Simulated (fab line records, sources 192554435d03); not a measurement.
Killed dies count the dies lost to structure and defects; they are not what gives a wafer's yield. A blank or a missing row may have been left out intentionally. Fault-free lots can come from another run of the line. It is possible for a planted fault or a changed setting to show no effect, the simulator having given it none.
Which tool is to blame? || flow n5-finfet || 12 lots, 33 wafers sampled, at 6 steps of a route of 1938

## WHAT EACH GAUGE READ, for each wafer
N5_BEOL_M12_OCD_MEAS_35. Usual: trench-depth-nm reads 320 nm (standard deviation 5.9).
{"lot": "L835", "measured": "day 10 05:53", "on": "ocd-01", "trench-depth-nm (nm)": "306 312", "flag": ""}
{"lot": "L836", "measured": "day 10 12:22", "on": "ocd-01", "trench-depth-nm (nm)": "323 320 323", "flag": ""}
{"lot": "L838", "measured": "day 11 01:41", "on": "ocd-02", "trench-depth-nm (nm)": "319 320 318", "flag": ""}
{"lot": "L840", "measured": "day 11 12:38", "on": "ocd-02", "trench-depth-nm (nm)": "313 312 321", "flag": ""}
{"lot": "L842", "measured": "day 12 00:11", "on": "ocd-01", "trench-depth-nm (nm)": "321 326", "flag": ""}
{"lot": "L845", "measured": "day 12 09:48", "on": "ocd-01", "trench-depth-nm (nm)": "329 316 327", "flag": ""}
{"lot": "L846", "measured": "day 12 19:44", "on": "ocd-01", "trench-depth-nm (nm)": "325 321 326", "flag": ""}
{"lot": "L849", "measured": "day 13 17:25", "on": "ocd-02", "trench-depth-nm (nm)": "318 312 315", "flag": ""}
{"lot": "L851", "measured": "day 13 18:16", "on": "ocd-01", "trench-depth-nm (nm)": "313 325 317", "flag": ""}
{"lot": "L854", "measured": "day 14 13:40", "on": "ocd-01", "trench-depth-nm (nm)": "324 312 322", "flag": ""}
{"lot": "L856", "measured": "day 15 16:30", "on": "ocd-02", "trench-depth-nm (nm)": "328 324", "flag": ""}
{"lot": "L858", "measured": "day 16 03:29", "on": "ocd-01", "trench-depth-nm (nm)": "322 327 327", "flag": ""}

N5_BEOL_M12_INSPECT_55: inspects for defects (darkfield). Usual: raw-defect-count reads 66 (standard deviation 22).
{"lot": "L835", "measured": "day 10 07:37", "on": "defect-inspect-02", "raw-defect-count": "28 50", "flag": ""}
{"lot": "L836", "measured": "day 10 14:26", "on": "defect-inspect-02", "raw-defect-count": "72 82 69", "flag": ""}
{"lot": "L838", "measured": "day 11 06:14", "on": "defect-inspect-02", "raw-defect-count": "127 144 101", "flag": ""}
{"lot": "L840", "measured": "day 11 14:13", "on": "defect-inspect-02", "raw-defect-count": "54 45 44", "flag": ""}
{"lot": "L842", "measured": "day 12 03:32", "on": "defect-inspect-01", "raw-defect-count": "81 52", "flag": ""}
{"lot": "L845", "measured": "day 12 12:04", "on": "defect-inspect-02", "raw-defect-count": "56 44 75", "flag": ""}
{"lot": "L846", "measured": "day 12 22:28", "on": "defect-inspect-01", "raw-defect-count": "48 55 57", "flag": ""}
{"lot": "L849", "measured": "day 13 19:41", "on": "defect-inspect-01", "raw-defect-count": "687 672 681", "flag": "OFF"}
{"lot": "L851", "measured": "day 13 20:05", "on": "defect-inspect-01", "raw-defect-count": "76 106 86", "flag": ""}
{"lot": "L854", "measured": "day 14 15:18", "on": "defect-inspect-01", "raw-defect-count": "633 702 653", "flag": "OFF"}
{"lot": "L856", "measured": "day 15 18:46", "on": "defect-inspect-02", "raw-defect-count": "53 43", "flag": ""}
{"lot": "L858", "measured": "day 16 07:33", "on": "defect-inspect-02", "raw-defect-count": "63 53 51", "flag": ""}

N5_BEOL_M13_INSPECT_12: inspects for defects (macro). Usual: raw-defect-count reads 2.3 (standard deviation 1.4).
{"lot": "L835", "measured": "day 10 08:10", "on": "defect-inspect-01", "raw-defect-count": "2 4", "flag": ""}
{"lot": "L836", "measured": "day 10 15:06", "on": "defect-inspect-02", "raw-defect-count": "4 1 3", "flag": ""}
{"lot": "L838", "measured": "day 11 06:47", "on": "defect-inspect-01", "raw-defect-count": "2 3 1", "flag": ""}
{"lot": "L840", "measured": "day 11 14:49", "on": "defect-inspect-01", "raw-defect-count": "3 4 4", "flag": ""}
{"lot": "L842", "measured": "day 12 04:04", "on": "defect-inspect-02", "raw-defect-count": "2 3", "flag": ""}
{"lot": "L845", "measured": "day 12 12:37", "on": "defect-inspect-02", "raw-defect-count": "0 1 3", "flag": ""}
{"lot": "L846", "measured": "day 12 23:08", "on": "defect-inspect-01", "raw-defect-count": "2 1 2", "flag": ""}
{"lot": "L849", "measured": "day 13 20:21", "on": "defect-inspect-02", "raw-defect-count": ">300 >300 >300", "flag": "OFF"}
{"lot": "L851", "measured": "day 13 20:45", "on": "defect-inspect-01", "raw-defect-count": "2 4 3", "flag": ""}
{"lot": "L854", "measured": "day 14 15:58", "on": "defect-inspect-02", "raw-defect-count": ">300 >300 >300", "flag": "OFF"}
{"lot": "L856", "measured": "day 15 19:26", "on": "defect-inspect-01", "raw-defect-count": "1 3", "flag": ""}
{"lot": "L858", "measured": "day 16 08:06", "on": "defect-inspect-02", "raw-defect-count": "0 0 2", "flag": ""}

## TOOL THAT RAN EACH LOT (tool first, then ch and the chambers of the sampled wafers, then the start)
{"lot": "L835", "N5_BEOL_M12_SPUTTER_43": "pvd-sputter-02, day 10 06:25", "N5_BEOL_M12_PRE_CLEAN_52": "pecvd-02 ch 0, day 10 07:28", "N5_BEOL_M13_ILD_DEP_00": "pecvd-03 ch 1,2, day 10 07:39"}
{"lot": "L836", "N5_BEOL_M12_SPUTTER_43": "pvd-sputter-03, day 10 13:14", "N5_BEOL_M12_PRE_CLEAN_52": "pecvd-02 ch 0,1, day 10 14:18", "N5_BEOL_M13_ILD_DEP_00": "pecvd-03 ch 1,2, day 10 14:28"}
{"lot": "L838", "N5_BEOL_M12_SPUTTER_43": "pvd-sputter-03, day 11 05:05", "N5_BEOL_M12_PRE_CLEAN_52": "pecvd-03 ch 1,2, day 11 06:08", "N5_BEOL_M13_ILD_DEP_00": "pecvd-04 ch 0,2, day 11 06:17"}
{"lot": "L840", "N5_BEOL_M12_SPUTTER_43": "pvd-sputter-02, day 11 13:02", "N5_BEOL_M12_PRE_CLEAN_52": "pecvd-01 ch 0,2, day 11 14:06", "N5_BEOL_M13_ILD_DEP_00": "pecvd-04 ch 1,2, day 11 14:19"}
{"lot": "L842", "N5_BEOL_M12_SPUTTER_43": "pvd-sputter-01, day 12 02:13", "N5_BEOL_M12_PRE_CLEAN_52": "pecvd-01 ch 1,2, day 12 03:25", "N5_BEOL_M13_ILD_DEP_00": "pecvd-03 ch 0,2, day 12 03:37"}
{"lot": "L845", "N5_BEOL_M12_SPUTTER_43": "pvd-sputter-02, day 12 10:44", "N5_BEOL_M12_PRE_CLEAN_52": "pecvd-01 ch 1,2, day 12 11:57", "N5_BEOL_M13_ILD_DEP_00": "pecvd-01 ch 0,2, day 12 12:06"}
{"lot": "L846", "N5_BEOL_M12_SPUTTER_43": "pvd-sputter-03, day 12 21:17", "N5_BEOL_M12_PRE_CLEAN_52": "pecvd-02 ch 0,1,2, day 12 22:20", "N5_BEOL_M13_ILD_DEP_00": "pecvd-01 ch 1,2, day 12 22:29"}
{"lot": "L849", "N5_BEOL_M12_SPUTTER_43": "pvd-sputter-01, day 13 18:31", "N5_BEOL_M12_PRE_CLEAN_52": "pecvd-01 ch 1,2, day 13 19:34", "N5_BEOL_M13_ILD_DEP_00": "pecvd-03 ch 0,1,2, day 13 19:43"}
{"lot": "L851", "N5_BEOL_M12_SPUTTER_43": "pvd-sputter-01, day 13 18:55", "N5_BEOL_M12_PRE_CLEAN_52": "pecvd-03 ch 0,2, day 13 19:58", "N5_BEOL_M13_ILD_DEP_00": "pecvd-01 ch 1,2, day 13 20:07"}
{"lot": "L854", "N5_BEOL_M12_SPUTTER_43": "pvd-sputter-03, day 14 14:07", "N5_BEOL_M12_PRE_CLEAN_52": "pecvd-01 ch 0,1, day 14 15:11", "N5_BEOL_M13_ILD_DEP_00": "pecvd-04 ch 0,1,2, day 14 15:20"}
{"lot": "L856", "N5_BEOL_M12_SPUTTER_43": "pvd-sputter-02, day 15 17:23", "N5_BEOL_M12_PRE_CLEAN_52": "pecvd-03 ch 0,2, day 15 18:39", "N5_BEOL_M13_ILD_DEP_00": "pecvd-03 ch 0, day 15 18:48"}
{"lot": "L858", "N5_BEOL_M12_SPUTTER_43": "pvd-sputter-03, day 16 05:56", "N5_BEOL_M12_PRE_CLEAN_52": "pecvd-02 ch 1,2, day 16 07:26", "N5_BEOL_M13_ILD_DEP_00": "pecvd-03 ch 0,1,2, day 16 07:35"}
- N5_BEOL_M12_SPUTTER_43: material TaN, target thk 15 nm, time 24.19 s.
- N5_BEOL_M12_PRE_CLEAN_52: time 15 s.
- N5_BEOL_M13_ILD_DEP_00: deposits SiOC from DEMS/O2, target thk 837.92 nm, time 166.4 s.

## WHAT THE TOOLS THEMSELVES READ (means of the sampled wafers that have a number; where no wafer has one, the mark that the record gives instead)
N5_BEOL_M12_SPUTTER_43. Usual: throttle-valve-pct reads 29.7 % (standard deviation 1.2).
{"lot": "L835", "tool": "pvd-sputter-02", "throttle-valve-pct (%)": 30.0, "flag": ""}
{"lot": "L836", "tool": "pvd-sputter-03", "throttle-valve-pct (%)": 30.9, "flag": ""}
{"lot": "L838", "tool": "pvd-sputter-03", "throttle-valve-pct (%)": 30.2, "flag": ""}
{"lot": "L840", "tool": "pvd-sputter-02", "throttle-valve-pct (%)": 28.7, "flag": ""}
{"lot": "L842", "tool": "pvd-sputter-01", "throttle-valve-pct (%)": 30.2, "flag": ""}
{"lot": "L845", "tool": "pvd-sputter-02", "throttle-valve-pct (%)": 29.4, "flag": ""}
{"lot": "L846", "tool": "pvd-sputter-03", "throttle-valve-pct (%)": 31.3, "flag": ""}
{"lot": "L849", "tool": "pvd-sputter-01", "throttle-valve-pct (%)": 29.7, "flag": ""}
{"lot": "L851", "tool": "pvd-sputter-01", "throttle-valve-pct (%)": 30.0, "flag": ""}
{"lot": "L854", "tool": "pvd-sputter-03", "throttle-valve-pct (%)": 30.2, "flag": ""}
{"lot": "L856", "tool": "pvd-sputter-02", "throttle-valve-pct (%)": 29.9, "flag": ""}
{"lot": "L858", "tool": "pvd-sputter-03", "throttle-valve-pct (%)": 30.0, "flag": ""}

N5_BEOL_M12_PRE_CLEAN_52. Usual: rf-fwd-power-W reads 295.0 W (standard deviation 2).
{"lot": "L835", "tool": "pecvd-02", "rf-fwd-power-W (W)": 295.0, "flag": ""}
{"lot": "L836", "tool": "pecvd-02", "rf-fwd-power-W (W)": 297.0, "flag": ""}
{"lot": "L838", "tool": "pecvd-03", "rf-fwd-power-W (W)": 296.0, "flag": ""}
{"lot": "L840", "tool": "pecvd-01", "rf-fwd-power-W (W)": 295.3, "flag": ""}
{"lot": "L842", "tool": "pecvd-01", "rf-fwd-power-W (W)": 294.1, "flag": ""}
{"lot": "L845", "tool": "pecvd-01", "rf-fwd-power-W (W)": 294.2, "flag": ""}
{"lot": "L846", "tool": "pecvd-02", "rf-fwd-power-W (W)": 294.6, "flag": ""}
{"lot": "L849", "tool": "pecvd-01", "rf-fwd-power-W (W)": 294.1, "flag": ""}
{"lot": "L851", "tool": "pecvd-03", "rf-fwd-power-W (W)": 294.9, "flag": ""}
{"lot": "L854", "tool": "pecvd-01", "rf-fwd-power-W (W)": 295.1, "flag": ""}
{"lot": "L856", "tool": "pecvd-03", "rf-fwd-power-W (W)": 295.8, "flag": ""}
{"lot": "L858", "tool": "pecvd-02", "rf-fwd-power-W (W)": 295.3, "flag": ""}

N5_BEOL_M13_ILD_DEP_00. Usual: heater-power-w 495 W, standard deviation 72; rf-fwd-power-W 497.8 W, standard deviation 1.7; showerhead-plenum-p-Torr 5.686 Torr, standard deviation 0.013; throttle-valve-pct 12.2 %, standard deviation 0.9.
{"lot": "L835", "tool": "pecvd-03", "heater-power-w (W)": 512, "rf-fwd-power-W (W)": 498.0, "showerhead-plenum-p-Torr (Torr)": 5.682, "throttle-valve-pct (%)": 11.9, "flag": ""}
{"lot": "L836", "tool": "pecvd-03", "heater-power-w (W)": 500, "rf-fwd-power-W (W)": 496.0, "showerhead-plenum-p-Torr (Torr)": 5.674, "throttle-valve-pct (%)": 12.0, "flag": ""}
{"lot": "L838", "tool": "pecvd-04", "heater-power-w (W)": 478, "rf-fwd-power-W (W)": 497.3, "showerhead-plenum-p-Torr (Torr)": 5.685, "throttle-valve-pct (%)": 11.5, "flag": ""}
{"lot": "L840", "tool": "pecvd-04", "heater-power-w (W)": 558, "rf-fwd-power-W (W)": 496.5, "showerhead-plenum-p-Torr (Torr)": 5.697, "throttle-valve-pct (%)": 12.8, "flag": ""}
{"lot": "L842", "tool": "pecvd-03", "heater-power-w (W)": 547, "rf-fwd-power-W (W)": 499.0, "showerhead-plenum-p-Torr (Torr)": 5.675, "throttle-valve-pct (%)": 12.2, "flag": ""}
{"lot": "L845", "tool": "pecvd-01", "heater-power-w (W)": 408, "rf-fwd-power-W (W)": 498.3, "showerhead-plenum-p-Torr (Torr)": 5.700, "throttle-valve-pct (%)": 11.3, "flag": ""}
{"lot": "L846", "tool": "pecvd-01", "heater-power-w (W)": 385, "rf-fwd-power-W (W)": 499.1, "showerhead-plenum-p-Torr (Torr)": 5.684, "throttle-valve-pct (%)": 11.7, "flag": ""}
{"lot": "L849", "tool": "pecvd-03", "heater-power-w (W)": 544, "rf-fwd-power-W (W)": 497.8, "showerhead-plenum-p-Torr (Torr)": 5.690, "throttle-valve-pct (%)": 12.3, "flag": ""}
{"lot": "L851", "tool": "pecvd-01", "heater-power-w (W)": 430, "rf-fwd-power-W (W)": 498.7, "showerhead-plenum-p-Torr (Torr)": 5.695, "throttle-valve-pct (%)": 11.6, "flag": ""}
{"lot": "L854", "tool": "pecvd-04", "heater-power-w (W)": 525, "rf-fwd-power-W (W)": 496.8, "showerhead-plenum-p-Torr (Torr)": 5.680, "throttle-valve-pct (%)": 12.4, "flag": ""}
{"lot": "L856", "tool": "pecvd-03", "heater-power-w (W)": 595, "rf-fwd-power-W (W)": 495.9, "showerhead-plenum-p-Torr (Torr)": 5.681, "throttle-valve-pct (%)": 12.6, "flag": ""}
{"lot": "L858", "tool": "pecvd-03", "heater-power-w (W)": 562, "rf-fwd-power-W (W)": 497.3, "showerhead-plenum-p-Torr (Torr)": 5.683, "throttle-valve-pct (%)": 12.2, "flag": ""}

## THE ANSWER, worked out from the rows above alone
Rule: a lot is off if the mean of its wafers that have a number lies more than 3 standard deviations from the usual mean. A lot without any number at a reading at which 4 lots or more have one is off too. Any other lot the step has rows for is counted as sound. First the gauges in route order, then the tools' own readings, where a lot's mean is used as printed above. The first step at which some lot is off is used, and at that step the reading that is off furthest; a lot without a number counts as furthest.
Off: L849, L854 (N5_BEOL_M12_INSPECT_55, raw-defect-count).
A tool fits if, at a process step before that reading, it ran every lot that is off, and no sound lot after the first of them. Not tried: the gauges at N5_BEOL_M12_INSPECT_55; whatever is off there is also off at N5_BEOL_M13_INSPECT_12, on other tools, and gauge error can't account for it. One fits: N5_BEOL_M12_PRE_CLEAN_52 on pecvd-01. Its last sound lot is L845 (day 12 11:57), its first lot that is off L849 (day 13 19:34): a fault that began between those two fits.

## WHAT WAS PUT IN BY THE SIMULATOR
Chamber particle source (pecvd-01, N5_BEOL_M12_PRE_CLEAN_52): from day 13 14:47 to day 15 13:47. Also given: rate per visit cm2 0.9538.
Struck lots among those shown: L849, L854. This agrees with what the rule above found.
